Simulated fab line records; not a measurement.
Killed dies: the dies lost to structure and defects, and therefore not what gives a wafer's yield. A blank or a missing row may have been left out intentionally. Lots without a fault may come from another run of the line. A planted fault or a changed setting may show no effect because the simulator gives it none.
Matching of chambers || flow nand harc || 4 sister chambers for NHARC_P_STI_CMP_21 on cmp-04
The step polishes, t overpolish 20 s, target thk 380.67 nm. 7 wafers are shown with their chamber, then 8 later ones without.

== WAFERS WITH THEIR CHAMBER ==
{"wafer": "L581.1", "chamber": 2, "motor current A (A)": 10.1, "overpolish run s (s)": 20.001}
{"wafer": "L581.4", "chamber": 0, "motor current A (A)": 10.2, "overpolish run s (s)": 19.988}
{"wafer": "L581.6", "chamber": 2, "motor current A (A)": 9.9, "overpolish run s (s)": 20.022}
{"wafer": "L589.2", "chamber": 3, "motor current A (A)": 11.2, "overpolish run s (s)": 19.994}
{"wafer": "L589.3", "chamber": 1, "motor current A (A)": 12.4, "overpolish run s (s)": 19.994}
{"wafer": "L589.6", "chamber": 3, "motor current A (A)": 11.6, "overpolish run s (s)": 20.003}
{"wafer": "L591.2", "chamber": 1, "motor current A (A)": 12.8, "overpolish run s (s)": 20.010}

== WAFERS WITH NO CHAMBER GIVEN ==
{"wafer": "L591.3", "motor current A (A)": 10.1, "overpolish run s (s)": 20.010}
{"wafer": "L591.4", "motor current A (A)": 11.1, "overpolish run s (s)": 19.995}
{"wafer": "L593.1", "motor current A (A)": 10.0, "overpolish run s (s)": 20.006}
{"wafer": "L593.2", "motor current A (A)": 12.3, "overpolish run s (s)": 19.996}
{"wafer": "L593.5", "motor current A (A)": 10.1, "overpolish run s (s)": 19.997}
{"wafer": "L594.1", "motor current A (A)": 10.1, "overpolish run s (s)": 20.007}
{"wafer": "L594.3", "motor current A (A)": 11.4, "overpolish run s (s)": 19.986}
{"wafer": "L594.4", "motor current A (A)": 12.4, "overpolish run s (s)": 19.987}

== CHAMBER TAKEN BY EACH ==
{"wafer": "L591.3", "from the rows above": "can't be placed: 2 or 0", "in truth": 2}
{"wafer": "L591.4", "from the rows above": 3, "in truth": 3}
{"wafer": "L593.1", "from the rows above": "can't be placed: 2 or 0", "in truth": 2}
{"wafer": "L593.2", "from the rows above": 1, "in truth": 1}
{"wafer": "L593.5", "from the rows above": "can't be placed: 0 or 2", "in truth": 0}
{"wafer": "L594.1", "from the rows above": "can't be placed: 2 or 0", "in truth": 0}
{"wafer": "L594.3", "from the rows above": 3, "in truth": 3}
{"wafer": "L594.4", "from the rows above": 1, "in truth": 1}
Correctly placed: 4 of 8. Not placeable from these rows: 4 (in 4, the candidates include the true chamber). Number placed wrongly: 0.
How it was worked out, from the rows above alone: a wafer's distance from a chamber is the root of the sum, over the readings, of the square of ((its reading less the chamber's mean) divided by the reading's scatter). The wafer belongs to the nearest chamber; if the next one is less than 2 further off, it can't be placed. For every chamber, the mean is computed from those of its wafers that are shown. How the scatter is found: for the shown wafers, subtract from each reading the mean of its chamber, square and add these, divide the total by (wafers less chambers), then take the root.
